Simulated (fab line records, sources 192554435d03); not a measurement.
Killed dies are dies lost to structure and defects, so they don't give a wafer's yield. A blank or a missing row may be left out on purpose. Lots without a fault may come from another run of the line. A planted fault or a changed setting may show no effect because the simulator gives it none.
One fault seen from 2 desks | flow n5_finfet | each desk has only its own numbers; what lay behind them comes last

THE TOOL OWNER'S DESK: litho_track-03
The tool's own readings at N5_MOL_CONTACT_COAG_COAT_104 (time 60 s, resist thk 12 nm): means of the sampled wafers that have a number, for each lot that ran on this tool. A lot is out of limits, marked OUT, if its mean lies more than 4 standard deviations from the usual mean; the brackets give that distance.
Columns: A = dispense_pressure_kPa at N5_MOL_CONTACT_COAG_COAT_104, usual 50 kPa; B = spin_speed_rpm at N5_MOL_CONTACT_COAG_COAT_104, usual 1499.9 rpm
lot  | first seen here | A  | B
L749 | day 5 17:30     | 50 | 1499.9
L750 | day 5 19:29     | 50 | 1501.8
L756 | day 7 06:53     | 50 | 1499.5
L767 | day 9 22:20     | 50 | 1290.3 (-99 or more) OUT
L768 | day 10 08:53    | 50 | 1290.5 (-99 or more) OUT
This desk's finding: out of limits on L767, L768; first on L767, day 9 22:20 (spin_speed_rpm at N5_MOL_CONTACT_COAG_COAT_104). In limits: L749, L750, L756.

THE METROLOGY DESK
What the gauges read, lot by lot, whatever tool the lot ran on: means of the sampled wafers that have a number. A lot is out of limits, marked OUT, if its mean lies more than 4 standard deviations from the usual mean; the brackets give that distance. Of its 11 readings 7 are shown: those that lie furthest out on some lot.
Columns: A = DIBL_N at N5_BEOL_M4_RC_MEAS_101, usual 36.3 mV/V; B = IOFF_P at N5_BEOL_M4_RC_MEAS_101, usual 0.21 nA/um; C = ION_N at N5_BEOL_M4_RC_MEAS_101, usual 675 uA/um; D = ION_P at N5_BEOL_M4_RC_MEAS_101, usual 463 uA/um; E = SS_N at N5_BEOL_M4_RC_MEAS_101, usual 71.6 mV/dec; F = SS_P at N5_BEOL_M4_RC_MEAS_101, usual 73.2 mV/dec; G = VT_P at N5_BEOL_M4_RC_MEAS_101, usual -251 mV
lot  | first seen here | A    | B    | C   | D   | E    | F    | G
L748 | day 5 04:23     | 35.8 | 0.21 | 682 | 470 | 72.3 | 73.0 | -250
L749 | day 5 17:46     | 36.4 | 0.21 | 683 | 466 | 71.2 | 73.3 | -254
L750 | day 5 19:53     | 37.5 | 0.23 | 678 | 464 | 71.8 | 73.2 | -246
L753 | day 6 12:50     | 37.1 | 0.23 | 676 | 465 | 71.6 | 73.7 | -247
L756 | day 7 07:17     | 34.4 | 0.16 | 664 | 452 | 70.9 | 72.1 | -256
L757 | day 7 13:25     | 36.5 | 0.18 | 667 | 455 | 71.7 | 73.3 | -255
L759 | day 8 04:21     | 37.1 | 0.26 | 692 | 480 | 72.5 | 73.7 | -246
L767 | day 9 22:43     | 35.8 | 0.19 | 677 | 468 | 71.2 | 72.9 | -249
L768 | day 10 09:10    | 34.0 | 0.16 | 669 | 455 | 70.9 | 72.9 | -254
L769 | day 10 10:42    | 38.8 | 0.27 | 678 | 472 | 71.9 | 73.7 | -246
This desk's finding: nothing out of limits on any of the 10 lots.

PUT TOGETHER
The tool owner's desk could have raised an alarm at day 9 22:20, on L767, L768.
The metrology desk saw nothing out of limits.
The metrology desk has L767, L768 on record, within its limits.
Of the lots named, all ran N5_MOL_CONTACT_COAG_COAT_104 on litho_track-03.

WHAT THE SIMULATOR HAD PUT IN
Process parameter drift: litho_track-03, from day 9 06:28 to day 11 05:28, at N5_MOL_CONTACT_COAG_COAT_104. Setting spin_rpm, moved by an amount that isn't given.
Lots struck among those shown: L767, L768.
Hours from the fault's start to each desk's first reading out of limits: the tool owner's desk, 16.
